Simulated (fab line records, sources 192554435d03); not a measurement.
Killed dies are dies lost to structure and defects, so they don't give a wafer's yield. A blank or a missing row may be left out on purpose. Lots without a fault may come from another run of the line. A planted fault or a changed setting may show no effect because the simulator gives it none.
Which tool did it? | flow n5_finfet | 10 lots, 30 wafers sampled, at 5 steps of a route of 1938

WHAT THE GAUGES READ, wafer by wafer
N5_BEOL_M4_RC_MEAS_101.
lot  | measured     | on        | DIBL_N (mV/V)  | DIBL_P (mV/V)  | IOFF_N (nA/um) | IOFF_P (nA/um) | ION_N (uA/um) | ION_P (uA/um) | SS_N (mV/dec)  | SS_P (mV/dec)  | VT_N (mV)   | VT_P (mV)
L392 | day 7 22:34  | prober-01 | 38.4 36.5 38.5 | 38.5 36.3 37.2 | 0.19 0.15 0.19 | 0.23 0.19 0.20 | 685 692 680   | 469 470 457   | 71.4 70.9 72.4 | 74.2 73.0 73.7 | 247 249 247 | -252 -253 -252
L394 | day 8 16:04  | prober-01 | 38.0 38.2 38.5 | 40.2 38.5 40.0 | 0.19 0.18 0.18 | 0.25 0.21 0.24 | 693 672 686   | 471 456 468   | 71.1 71.4 71.2 | 73.5 72.3 73.1 | 245 249 249 | -248 -251 -248
L399 | day 9 21:34  | prober-01 | 35.8 37.5 36.1 | 37.8 39.7 38.7 | 0.19 0.22 0.20 | 0.25 0.27 0.24 | 699 687 696   | 476 468 473   | 71.5 72.4 71.7 | 73.2 74.6 73.2 | 245 242 246 | -246 -249 -245
L400 | day 10 04:15 | prober-01 | 40.0 38.0 37.6 | 40.4 38.1 36.9 | 0.23 0.19 0.18 | 0.29 0.23 0.22 | 683 694 682   | 467 468 462   | 72.9 71.4 71.9 | 74.0 73.3 73.9 | 247 247 248 | -244 -249 -251
L405 | day 11 07:30 | prober-02 | 36.5 38.0 35.9 | 36.4 37.0 35.3 | 0.17 0.17 0.15 | 0.23 0.23 0.20 | 691 668 679   | 470 457 462   | 70.9 71.8 70.7 | 73.8 73.7 72.4 | 249 251 249 | -250 -250 -251
L406 | day 11 22:51 | prober-02 | 36.9 36.6 34.4 | 38.0 36.7 34.3 | 0.18 0.15 0.12 | 0.20 0.17 0.14 | 693 659 656   | 464 448 446   | 71.8 73.0 71.8 | 74.5 73.7 73.4 | 248 252 253 | -251 -257 -259
L407 | day 11 21:41 | prober-02 | 36.3 37.7 36.1 | 36.1 38.0 35.1 | 0.16 0.18 0.15 | 0.20 0.22 0.19 | 667 707 683   | 456 475 463   | 72.0 72.2 71.9 | 73.0 73.9 72.8 | 252 248 253 | -253 -252 -254
L408 | day 12 05:02 | prober-02 | 38.4 36.0 36.4 | 38.3 36.4 36.4 | 0.20 0.16 0.17 | 0.25 0.23 0.23 | 688 664 671   | 467 462 463   | 72.3 71.3 72.0 | 74.1 72.6 72.9 | 249 253 249 | -248 -250 -248
L409 | day 12 07:26 | prober-01 | 35.4 35.7 35.4 | 34.9 35.0 34.0 | 0.14 0.15 0.13 | 0.18 0.19 0.17 | 671 667 672   | 463 456 462   | 71.5 72.1 71.3 | 72.5 72.5 73.2 | 251 251 251 | -253 -252 -254
L412 | day 13 03:09 | prober-02 | 38.1 34.8 36.8 | 39.0 35.4 37.6 | 0.21 0.14 0.17 | 0.29 0.23 0.28 | 691 673 699   | 475 476 487   | 71.5 71.7 71.0 | 73.3 72.8 72.7 | 243 249 247 | -243 -244 -242

WHICH TOOL RAN EACH LOT (tool, then ch and the chambers of the sampled wafers, then the start)
lot  | N5_BEOL_M1_STRIP_97                           | N5_BEOL_M1_DEGAS_44          | N5_BEOL_M1_SPUTTER_79        | N5_BEOL_M1_ANNEAL_82
L392 | rie_diel-05 ch 1,3, day 6 09:43 or earlier    | pvd_sputter-02, day 6 09:43  | pvd_sputter-01, day 6 10:47  | pvd_sputter-01, day 6 11:05
L394 | rie_diel-02 ch 0,1, day 6 13:25 or earlier    | pvd_sputter-01, day 6 13:25  | pvd_sputter-02, day 6 16:20  | pvd_sputter-02, day 6 16:38
L399 | rie_diel-02 ch 0,2, day 8 10:16 or earlier    | pvd_sputter-01, day 8 10:16  | pvd_sputter-02, day 8 11:03  | pvd_sputter-02, day 8 11:21
L400 | rie_diel-03 ch 0,2,3, day 8 10:21 or earlier  | pvd_sputter-01, day 8 10:21  | pvd_sputter-01, day 8 11:13  | pvd_sputter-01, day 8 11:31
L405 | rie_diel-03 ch 2,3, day 9 12:22 or earlier    | pvd_sputter-03, day 9 12:22  | pvd_sputter-02, day 9 15:04  | pvd_sputter-02, day 9 15:22
L406 | rie_diel-02 ch 0,2, day 9 20:55 or earlier    | pvd_sputter-03, day 9 20:55  | pvd_sputter-01, day 9 22:55  | pvd_sputter-01, day 9 23:13
L407 | rie_diel-02 ch 0,1, day 9 23:47 or earlier    | pvd_sputter-03, day 9 23:47  | pvd_sputter-03, day 10 00:42 | pvd_sputter-03, day 10 01:00
L408 | rie_diel-02 ch 0,1,3, day 10 16:42 or earlier | pvd_sputter-03, day 10 16:42 | pvd_sputter-01, day 10 17:49 | pvd_sputter-01, day 10 18:07
L409 | rie_diel-03 ch 0,3, day 11 00:17 or earlier   | pvd_sputter-01, day 11 00:17 | pvd_sputter-02, day 11 01:17 | pvd_sputter-02, day 11 01:35
L412 | rie_diel-02 ch 0,1,3, day 11 08:01 or earlier | pvd_sputter-03, day 11 08:01 | pvd_sputter-02, day 11 10:13 | pvd_sputter-02, day 11 10:31
- N5_BEOL_M1_STRIP_97: strips in N2/H2, time 10 s.
- N5_BEOL_M1_DEGAS_44: time 60 s.
- N5_BEOL_M1_SPUTTER_79: material Cu, target thk 4.5 nm, time 8.29 s.
- N5_BEOL_M1_ANNEAL_82: time 240 s.

WHAT THE TOOLS THEMSELVES READ (means of the sampled wafers that have a number; where no wafer has one, the mark that the record gives instead)
N5_BEOL_M1_STRIP_97.
lot  | tool        | drypump_motor_current_A (A) | n2_flow_sccm (sccm) | oes_product_au (a.u.) | rf_vpp_V (V) | showerhead_plenum_p_Torr (Torr) | throttle_valve_pct (%)
L392 | rie_diel-05 | 6.0                         | 199.7               | 0.71                  | 58.6         | 2.41                            | 23.6
L394 | rie_diel-02 | 5.5                         | 199.6               | 0.83                  | 59.4         | 2.56                            | 23.3
L399 | rie_diel-02 | 5.4                         | 200.4               | 0.88                  | 59.6         | 2.55                            | 23.4
L400 | rie_diel-03 | 5.5                         | 200.4               | 0.75                  | 58.9         | 2.52                            | 23.4
L405 | rie_diel-03 | 5.2                         | 199.9               | 0.72                  | 59.8         | 2.59                            | 23.8
L406 | rie_diel-02 | 5.5                         | 200.7               | 0.86                  | 58.7         | 2.51                            | 23.4
L407 | rie_diel-02 | 5.6                         | 200.0               | 0.91                  | 58.9         | 2.51                            | 23.0
L408 | rie_diel-02 | 5.8                         | 199.7               | 0.91                  | 59.0         | 2.59                            | 23.4
L409 | rie_diel-03 | 5.6                         | 199.5               | 0.75                  | 59.1         | 2.49                            | 23.1
L412 | rie_diel-02 | 5.8                         | 199.9               | 0.90                  | 60.3         | 2.59                            | 23.4

N5_BEOL_M1_DEGAS_44.
lot  | tool           | heater_power_w (W)
L392 | pvd_sputter-02 | 316
L394 | pvd_sputter-01 | 332
L399 | pvd_sputter-01 | 317
L400 | pvd_sputter-01 | 312
L405 | pvd_sputter-03 | 333
L406 | pvd_sputter-03 | 336
L407 | pvd_sputter-03 | 302
L408 | pvd_sputter-03 | 334
L409 | pvd_sputter-01 | 317
L412 | pvd_sputter-03 | 324

N5_BEOL_M1_SPUTTER_79.
lot  | tool           | chamber_pressure_pa (Pa) | chuck_gas_flow_sccm (sccm) | throttle_valve_pct (%)
L392 | pvd_sputter-01 | 0.07002                  | 1.25                       | 30.5
L394 | pvd_sputter-02 | 0.06987                  | 1.27                       | 29.6
L399 | pvd_sputter-02 | -                        | -                          | -
L400 | pvd_sputter-01 | -                        | -                          | -
L405 | pvd_sputter-02 | 0.06994                  | 1.32                       | 29.0
L406 | pvd_sputter-01 | 0.06980                  | 1.28                       | 30.4
L407 | pvd_sputter-03 | 0.07003                  | 1.25                       | 28.7
L408 | pvd_sputter-01 | 0.07003                  | 1.25                       | 29.8
L409 | pvd_sputter-02 | 0.07007                  | 1.23                       | 29.7
L412 | pvd_sputter-02 | 0.07003                  | 1.27                       | 29.1

N5_BEOL_M1_ANNEAL_82.
lot  | tool           | heater_power_w (W)
L392 | pvd_sputter-01 | 809
L394 | pvd_sputter-02 | 772
L399 | pvd_sputter-02 | 751
L400 | pvd_sputter-01 | 850
L405 | pvd_sputter-02 | 742
L406 | pvd_sputter-01 | 796
L407 | pvd_sputter-03 | 894
L408 | pvd_sputter-01 | 833
L409 | pvd_sputter-02 | 770
L412 | pvd_sputter-02 | 709

THE ANSWER, worked out from the rows above alone
Rule: what is usual is taken from the lots themselves. Put in order of their means at a reading, lots are off if they are a third of the lots or fewer, leave a main group of 4 or more, and stand apart from it by a gap of 3 or more times the standard deviation of the main group's means; of several such gaps the widest counts. A main group whose means are all the same, to the digits that the tables above print for the reading, isn't used. A lot without any number at a reading at which 4 lots or more have one is off too. The other lots that the step has rows for count as sound. The gauges are gone through in route order, then the tools' own readings, and for those a lot's mean is taken as printed above. The first step at which some lot is off is used, and at that step the reading that is off furthest; a lot without a number counts as furthest.
Off: L399, L400, at N5_BEOL_M1_SPUTTER_79 (chamber_pressure_pa). Without a number there: L399, L400. The main group: mean 0.06997 Pa, standard deviation 8.9e-05.
A tool fits if, at that step or a process step before it, it ran every lot that is off, and no sound lot after the first of them. N5_BEOL_M1_STRIP_97 gives no start for some lots, so the hours and the order of its lots are those of N5_BEOL_M1_DEGAS_44. None of those tried fits.

WHAT THE SIMULATOR HAD PUT IN
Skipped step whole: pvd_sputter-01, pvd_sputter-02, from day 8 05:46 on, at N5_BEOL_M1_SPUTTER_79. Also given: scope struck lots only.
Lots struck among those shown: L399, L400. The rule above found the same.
